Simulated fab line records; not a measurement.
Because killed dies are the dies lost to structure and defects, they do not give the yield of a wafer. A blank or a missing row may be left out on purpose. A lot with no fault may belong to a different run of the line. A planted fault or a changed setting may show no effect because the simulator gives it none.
Matching of chambers / flow n5-finfet / rie-diel-05 running N5_BEOL_M3_STRIP_36: 4 sister chambers
The step strips in N2/H2. 8 wafers are shown with their chamber, then 7 later ones without.

== EACH WAFER AND ITS CHAMBER ==
wafer=L079.3; chamber=1; showerhead-plenum-p-Torr (Torr)=2.69; throttle-valve-pct (%)=24.12
wafer=L083.2; chamber=0; showerhead-plenum-p-Torr (Torr)=2.64; throttle-valve-pct (%)=23.83
wafer=L083.6; chamber=2; showerhead-plenum-p-Torr (Torr)=2.42; throttle-valve-pct (%)=23.40
wafer=L088.3; chamber=1; showerhead-plenum-p-Torr (Torr)=2.68; throttle-valve-pct (%)=24.14
wafer=L088.5; chamber=3; showerhead-plenum-p-Torr (Torr)=2.46; throttle-valve-pct (%)=23.70
wafer=L088.6; chamber=2; showerhead-plenum-p-Torr (Torr)=2.41; throttle-valve-pct (%)=23.42
wafer=L093.3; chamber=3; showerhead-plenum-p-Torr (Torr)=2.46; throttle-valve-pct (%)=23.69
wafer=L093.5; chamber=0; showerhead-plenum-p-Torr (Torr)=2.63; throttle-valve-pct (%)=23.87

== WAFERS WITH NO CHAMBER GIVEN ==
wafer=L093.6; showerhead-plenum-p-Torr (Torr)=2.68; throttle-valve-pct (%)=24.16
wafer=L096.1; showerhead-plenum-p-Torr (Torr)=2.40; throttle-valve-pct (%)=23.45
wafer=L096.2; showerhead-plenum-p-Torr (Torr)=2.63; throttle-valve-pct (%)=23.85
wafer=L096.4; showerhead-plenum-p-Torr (Torr)=2.67; throttle-valve-pct (%)=24.18
wafer=L097.3; showerhead-plenum-p-Torr (Torr)=2.40; throttle-valve-pct (%)=23.41
wafer=L097.5; showerhead-plenum-p-Torr (Torr)=2.63; throttle-valve-pct (%)=23.92
wafer=L097.6; showerhead-plenum-p-Torr (Torr)=2.45; throttle-valve-pct (%)=23.73

== WHICH CHAMBER EACH ONE RAN IN ==
wafer=L093.6; from the rows above=1; in truth=1
wafer=L096.1; from the rows above=2; in truth=2
wafer=L096.2; from the rows above=0; in truth=0
wafer=L096.4; from the rows above=1; in truth=1
wafer=L097.3; from the rows above=2; in truth=2
wafer=L097.5; from the rows above=0; in truth=0
wafer=L097.6; from the rows above=3; in truth=3
7 of 7 placed correctly. Number that these rows cannot place: 0. 0 placed wrongly.
How it was worked out, from the rows above alone: a wafer's distance from a chamber is the root of the sum, over the readings, of the square of ((its reading less the chamber's mean) divided by the reading's scatter). The wafer belongs to the nearest chamber; if the next one is less than 2 further off, it can't be placed. A chamber's mean is the mean of its shown wafers. The scatter: take each reading less its chamber's mean, square it, sum over the shown wafers, divide by the number of wafers less the number of chambers, and take the root.
